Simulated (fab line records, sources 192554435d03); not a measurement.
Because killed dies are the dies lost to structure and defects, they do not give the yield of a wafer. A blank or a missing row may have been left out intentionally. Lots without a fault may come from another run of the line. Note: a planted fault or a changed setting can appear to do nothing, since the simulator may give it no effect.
Chamber matching + flow n5-finfet + 4 sister chambers for N5_HKMG_FIN_ALD_74 on ald-hk-01
The step deposits La2O3, target thk 0.5 nm, pulse time 6 s, co reactant pulse time 1 s. 14 wafers are shown with their chamber, then 7 later ones without.

WAFERS WITH THEIR CHAMBER
| wafer  | chamber | heater-power-w (W) | precursor-pulse-height-rel |
|--------|---------|--------------------|----------------------------|
| L228.1 | 2       | 332                | 0.980                      |
| L228.2 | 0       | 357                | 1.005                      |
| L228.6 | 3       | 353                | 1.006                      |
| L231.2 | 1       | 328                | 0.969                      |
| L231.3 | 2       | 331                | 0.999                      |
| L231.4 | 3       | 358                | 0.983                      |
| L236.2 | 1       | 329                | 1.017                      |
| L236.3 | 2       | 332                | 1.009                      |
| L236.5 | 2       | 332                | 1.047                      |
| L237.2 | 2       | 334                | 1.004                      |
| L237.3 | 0       | 367                | 0.983                      |
| L237.5 | 1       | 333                | 1.027                      |
| L239.1 | 1       | 333                | 1.002                      |
| L239.2 | 3       | 347                | 1.007                      |

SIGNATURES, as means of the wafers listed above
| reading                    | chamber 0 | chamber 1 | chamber 2 | chamber 3 | scatter within a chamber |
|----------------------------|-----------|-----------|-----------|-----------|--------------------------|
| heater-power-w             | 362.00    | 330.75    | 332.20    | 352.67    | 3.69                     |
| precursor-pulse-height-rel | 0.99400   | 1.00375   | 1.00780   | 0.99867   | 0.0222                   |
Rule: a wafer lies at a distance from a chamber equal to the root of the sum of squares, over the readings, of (its reading less the chamber's mean, divided by the reading's scatter). If the next closest chamber is less than 2 further off than the closest, the wafer can't be placed; otherwise it belongs to the closest. The scatter: take each reading less its chamber's mean, square it, sum over the shown wafers, divide by the number of wafers less the number of chambers, and take the root.

WAFERS WITH NO CHAMBER GIVEN
| wafer  | heater-power-w (W) | precursor-pulse-height-rel |
|--------|--------------------|----------------------------|
| L239.5 | 339                | 0.994                      |
| L242.2 | 327                | 0.986                      |
| L242.3 | 345                | 1.007                      |
| L242.6 | 360                | 0.992                      |
| L248.3 | 358                | 1.005                      |
| L248.4 | 328                | 1.008                      |
| L248.6 | 327                | 1.006                      |

THE CHAMBER EACH PASSED THROUGH
| wafer  | from the rows above          | in truth |
|--------|------------------------------|----------|
| L239.5 | can't be placed: 2 or 1 or 3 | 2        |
| L242.2 | can't be placed: 1 or 2      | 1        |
| L242.3 | can't be placed: 3 or 2 or 1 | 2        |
| L242.6 | can't be placed: 0 or 3      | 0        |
| L248.3 | can't be placed: 0 or 3      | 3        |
| L248.4 | can't be placed: 1 or 2      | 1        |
| L248.6 | can't be placed: 1 or 2      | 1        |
Placed correctly: 0 of 7. These rows do not allow placing 7 (true chamber among the candidates in 7). Placed wrongly: 0.
